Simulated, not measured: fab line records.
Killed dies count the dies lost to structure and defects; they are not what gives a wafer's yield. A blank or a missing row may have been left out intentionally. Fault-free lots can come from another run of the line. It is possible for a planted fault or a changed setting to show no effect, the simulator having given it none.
Matching of chambers | flow n5 finfet | N5_BEOL_M3_ETCHBACK_99 on rie diel-02: 4 sister chambers
The step etches SiO2 in CHF3, target depth 5 nm, time 10.4 s. 24 wafers are shown with their chamber, then 12 later ones without.

WAFERS WITH THEIR CHAMBER
wafer  | chamber | drypump motor current A (A) | showerhead plenum p Torr (Torr) | throttle valve pct (%)
L074.4 | 3       | 6.5                         | 2.15                            | 17.16
L074.5 | 3       | 6.4                         | 2.15                            | 17.14
L074.6 | 2       | 6.3                         | 2.06                            | 17.09
L076.2 | 3       | 6.4                         | 2.15                            | 17.15
L076.3 | 1       | 5.1                         | 2.19                            | 16.74
L076.4 | 2       | 6.3                         | 2.06                            | 17.07
L077.3 | 2       | 6.3                         | 2.06                            | 17.09
L077.4 | 1       | 5.1                         | 2.19                            | 16.76
L077.5 | 3       | 6.5                         | 2.15                            | 17.15
L078.1 | 3       | 6.4                         | 2.15                            | 17.15
L078.2 | 1       | 5.1                         | 2.19                            | 16.74
L078.4 | 2       | 6.3                         | 2.06                            | 17.10
L081.2 | 2       | 6.3                         | 2.06                            | 17.11
L081.3 | 3       | 6.4                         | 2.15                            | 17.16
L081.6 | 3       | 6.5                         | 2.15                            | 17.16
L082.1 | 3       | 6.4                         | 2.15                            | 17.16
L082.4 | 0       | 6.4                         | 2.18                            | 16.59
L082.5 | 0       | 6.4                         | 2.18                            | 16.58
L083.3 | 3       | 6.4                         | 2.15                            | 17.17
L083.5 | 1       | 5.1                         | 2.18                            | 16.79
L083.6 | 0       | 6.4                         | 2.18                            | 16.59
L085.1 | 1       | 5.1                         | 2.18                            | 16.76
L085.3 | 3       | 6.4                         | 2.14                            | 17.16
L085.5 | 0       | 6.4                         | 2.18                            | 16.60

SIGNATURES, as means of the wafers listed above
reading                  | chamber 0 | chamber 1 | chamber 2 | chamber 3 | scatter within a chamber
drypump motor current A  | 6.400     | 5.100     | 6.300     | 6.430     | 0.0324
showerhead plenum p Torr | 2.1800    | 2.1860    | 2.0600    | 2.1490    | 0.00324
throttle valve pct       | 16.5900   | 16.7580   | 17.0920   | 17.1560   | 0.013
Rule: for a wafer and a chamber, the distance is found by dividing, reading by reading, the gap between the wafer's reading and the chamber's mean by the reading's scatter, squaring, summing and taking the root. If the next closest chamber is less than 2 further off than the closest, the wafer can't be placed; otherwise it belongs to the closest. The scatter is the square root of a quotient: the sum, over the shown wafers, of each reading's squared deviation from its chamber's mean, divided by wafers minus chambers.

WAFERS MISSING THEIR CHAMBER
wafer  | drypump motor current A (A) | showerhead plenum p Torr (Torr) | throttle valve pct (%)
L090.1 | 5.1                         | 2.18                            | 16.78
L090.4 | 6.4                         | 2.14                            | 17.19
L090.5 | 5.1                         | 2.18                            | 16.79
L089.3 | 6.4                         | 2.18                            | 16.61
L089.5 | 6.3                         | 2.05                            | 17.15
L089.6 | 5.1                         | 2.18                            | 16.78
L091.2 | 6.5                         | 2.14                            | 17.19
L091.3 | 6.3                         | 2.05                            | 17.14
L091.5 | 6.4                         | 2.18                            | 16.61
L097.3 | 6.3                         | 2.05                            | 17.17
L097.4 | 6.4                         | 2.17                            | 16.63
L097.6 | 6.4                         | 2.14                            | 17.20

EACH ONE'S CHAMBER
wafer  | from the rows above | in truth
L090.1 | 1                   | 1
L090.4 | 3                   | 3
L090.5 | 1                   | 1
L089.3 | 0                   | 0
L089.5 | 2                   | 2
L089.6 | 1                   | 1
L091.2 | 3                   | 3
L091.3 | 2                   | 2
L091.5 | 0                   | 0
L097.3 | 2                   | 2
L097.4 | 0                   | 0
L097.6 | 3                   | 3
Correctly placed: 12 of 12. Left unplaced by these rows: 0. Placed wrongly: 0.
